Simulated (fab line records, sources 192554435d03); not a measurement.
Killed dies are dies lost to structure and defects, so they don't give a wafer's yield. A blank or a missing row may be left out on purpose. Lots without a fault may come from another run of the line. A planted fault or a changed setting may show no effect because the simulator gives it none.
Chamber matching | flow n5_finfet | N5_BEOL_M1_DESCUM_16 on rie_diel-01: 4 sister chambers
The step chemistry O2, time 7 s. 18 wafers are shown with their chamber, then 9 later ones without.

WAFERS WITH THEIR CHAMBER
wafer  | chamber | showerhead_plenum_p_Torr (Torr) | throttle_valve_pct (%) | drypump_motor_current_A (A)
L075.1 | 3       | 2.13                            | 20.33                  | 5.4
L075.4 | 0       | 2.23                            | 20.46                  | 5.1
L075.5 | 1       | 2.24                            | 19.98                  | 6.0
L081.1 | 3       | 2.13                            | 20.36                  | 5.4
L081.3 | 1       | 2.23                            | 19.97                  | 5.9
L081.5 | 1       | 2.23                            | 19.98                  | 6.0
L084.2 | 3       | 2.13                            | 20.37                  | 5.4
L084.3 | 1       | 2.23                            | 19.98                  | 6.0
L084.6 | 0       | 2.23                            | 20.46                  | 5.1
L083.2 | 2       | 2.06                            | 20.57                  | 5.5
L083.5 | 2       | 2.06                            | 20.56                  | 5.5
L083.6 | 1       | 2.23                            | 19.97                  | 6.0
L085.1 | 3       | 2.13                            | 20.37                  | 5.4
L085.5 | 0       | 2.23                            | 20.46                  | 5.1
L085.6 | 3       | 2.13                            | 20.36                  | 5.4
L087.1 | 0       | 2.23                            | 20.47                  | 5.1
L087.2 | 2       | 2.06                            | 20.59                  | 5.6
L087.3 | 3       | 2.13                            | 20.37                  | 5.4

SIGNATURES (means of the wafers above)
reading                  | chamber 0 | chamber 1 | chamber 2 | chamber 3 | scatter within a chamber
showerhead_plenum_p_Torr | 2.2300    | 2.2320    | 2.0600    | 2.1300    | 0.00239
throttle_valve_pct       | 20.4625   | 19.9760   | 20.5733   | 20.3600   | 0.0115
drypump_motor_current_A  | 5.100     | 5.980     | 5.533     | 5.400     | 0.0324
Rule: a wafer's distance from a chamber is the root of the sum, over the readings, of the square of ((its reading less the chamber's mean) divided by the reading's scatter). The wafer belongs to the nearest chamber; if the next one is less than 2 further off, it can't be placed. The scatter: the root of (the sum of the squares of (reading less its chamber's mean) over the shown wafers, divided by (wafers less chambers)).

WAFERS WITHOUT THEIR CHAMBER
wafer  | showerhead_plenum_p_Torr (Torr) | throttle_valve_pct (%) | drypump_motor_current_A (A)
L087.4 | 2.23                            | 19.99                  | 6.0
L087.5 | 2.06                            | 20.58                  | 5.6
L087.6 | 2.23                            | 20.00                  | 5.9
L092.2 | 2.23                            | 20.02                  | 6.0
L092.3 | 2.06                            | 20.18                  | 5.6
L092.5 | 2.12                            | 20.37                  | 5.4
L094.2 | 2.22                            | 20.03                  | 6.0
L094.3 | 2.12                            | 20.40                  | 5.4
L094.5 | 2.12                            | 20.41                  | 5.4

WHICH CHAMBER EACH WENT THROUGH
wafer  | from the rows above     | in truth
L087.4 | 1                       | 1
L087.5 | 2                       | 2
L087.6 | 1                       | 1
L092.2 | 1                       | 1
L092.3 | can't be placed: 3 or 2 | 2
L092.5 | 3                       | 3
L094.2 | 1                       | 1
L094.3 | 3                       | 3
L094.5 | 3                       | 3
Placed correctly: 8 of 9. Can't be placed from these rows: 1 (the true chamber is among the candidates in 1). Placed wrongly: 0.
